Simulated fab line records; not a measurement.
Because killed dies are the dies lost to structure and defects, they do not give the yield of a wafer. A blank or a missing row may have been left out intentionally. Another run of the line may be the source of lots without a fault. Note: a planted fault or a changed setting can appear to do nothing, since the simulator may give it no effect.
Matching of chambers || flow n5Finfet || 3 sister chambers for N5_DUMMY_GATE_STRIP_41 on rieDiel-03
The step strips in O2. 14 wafers are shown with their chamber, then 5 later ones without.

== WAFERS PAIRED WITH THEIR CHAMBERS ==
{"wafer": "L074.1", "chamber": 3, "drypumpMotorCurrentA (A)": 5.77, "showerheadPlenumPTorr (Torr)": 1.99, "throttleValvePct (%)": 16.78}
{"wafer": "L074.4", "chamber": 1, "drypumpMotorCurrentA (A)": 5.59, "showerheadPlenumPTorr (Torr)": 2.03, "throttleValvePct (%)": 16.71}
{"wafer": "L074.6", "chamber": 1, "drypumpMotorCurrentA (A)": 5.56, "showerheadPlenumPTorr (Torr)": 2.03, "throttleValvePct (%)": 16.73}
{"wafer": "L078.1", "chamber": 0, "drypumpMotorCurrentA (A)": 6.28, "showerheadPlenumPTorr (Torr)": 2.11, "throttleValvePct (%)": 16.93}
{"wafer": "L078.3", "chamber": 3, "drypumpMotorCurrentA (A)": 5.80, "showerheadPlenumPTorr (Torr)": 1.99, "throttleValvePct (%)": 16.78}
{"wafer": "L078.5", "chamber": 1, "drypumpMotorCurrentA (A)": 5.59, "showerheadPlenumPTorr (Torr)": 2.02, "throttleValvePct (%)": 16.73}
{"wafer": "L083.2", "chamber": 3, "drypumpMotorCurrentA (A)": 5.79, "showerheadPlenumPTorr (Torr)": 1.99, "throttleValvePct (%)": 16.81}
{"wafer": "L083.4", "chamber": 0, "drypumpMotorCurrentA (A)": 6.28, "showerheadPlenumPTorr (Torr)": 2.10, "throttleValvePct (%)": 16.94}
{"wafer": "L083.6", "chamber": 3, "drypumpMotorCurrentA (A)": 5.83, "showerheadPlenumPTorr (Torr)": 1.99, "throttleValvePct (%)": 16.79}
{"wafer": "L087.1", "chamber": 3, "drypumpMotorCurrentA (A)": 5.77, "showerheadPlenumPTorr (Torr)": 1.98, "throttleValvePct (%)": 16.81}
{"wafer": "L087.2", "chamber": 0, "drypumpMotorCurrentA (A)": 6.23, "showerheadPlenumPTorr (Torr)": 2.10, "throttleValvePct (%)": 16.96}
{"wafer": "L087.5", "chamber": 1, "drypumpMotorCurrentA (A)": 5.58, "showerheadPlenumPTorr (Torr)": 2.02, "throttleValvePct (%)": 16.76}
{"wafer": "L090.2", "chamber": 1, "drypumpMotorCurrentA (A)": 5.59, "showerheadPlenumPTorr (Torr)": 2.02, "throttleValvePct (%)": 16.79}
{"wafer": "L090.5", "chamber": 3, "drypumpMotorCurrentA (A)": 5.74, "showerheadPlenumPTorr (Torr)": 1.98, "throttleValvePct (%)": 16.82}

SIGNATURES, as means of the wafers listed above
{"reading": "drypumpMotorCurrentA", "chamber 0": 6.2633, "chamber 1": 5.5820, "chamber 3": 5.7833, "scatter within a chamber": 0.0254}
{"reading": "showerheadPlenumPTorr", "chamber 0": 2.1033, "chamber 1": 2.0240, "chamber 3": 1.9867, "scatter within a chamber": 0.00539}
{"reading": "throttleValvePct", "chamber 0": 16.9433, "chamber 1": 16.7440, "chamber 3": 16.7983, "scatter within a chamber": 0.0231}
Rule: a wafer's distance from a chamber is the root of the sum, over the readings, of the square of ((its reading less the chamber's mean) divided by the reading's scatter). The wafer belongs to the nearest chamber; if the next one is less than 2 further off, it can't be placed. How the scatter is found: for the shown wafers, subtract from each reading the mean of its chamber, square and add these, divide the total by (wafers less chambers), then take the root.

== WAFERS MISSING THEIR CHAMBER ==
{"wafer": "L092.1", "drypumpMotorCurrentA (A)": 5.64, "showerheadPlenumPTorr (Torr)": 2.02, "throttleValvePct (%)": 16.79}
{"wafer": "L092.2", "drypumpMotorCurrentA (A)": 6.24, "showerheadPlenumPTorr (Torr)": 2.10, "throttleValvePct (%)": 16.95}
{"wafer": "L092.5", "drypumpMotorCurrentA (A)": 5.81, "showerheadPlenumPTorr (Torr)": 1.98, "throttleValvePct (%)": 16.83}
{"wafer": "L095.1", "drypumpMotorCurrentA (A)": 5.54, "showerheadPlenumPTorr (Torr)": 2.01, "throttleValvePct (%)": 16.80}
{"wafer": "L095.3", "drypumpMotorCurrentA (A)": 6.27, "showerheadPlenumPTorr (Torr)": 2.10, "throttleValvePct (%)": 16.98}

== CHAMBER TAKEN BY EACH ==
{"wafer": "L092.1", "from the rows above": 1, "in truth": 1}
{"wafer": "L092.2", "from the rows above": 0, "in truth": 0}
{"wafer": "L092.5", "from the rows above": 3, "in truth": 3}
{"wafer": "L095.1", "from the rows above": 1, "in truth": 1}
{"wafer": "L095.3", "from the rows above": 0, "in truth": 0}
Correctly placed: 5 of 5. Not placeable from these rows: 0. Placed wrongly: 0.
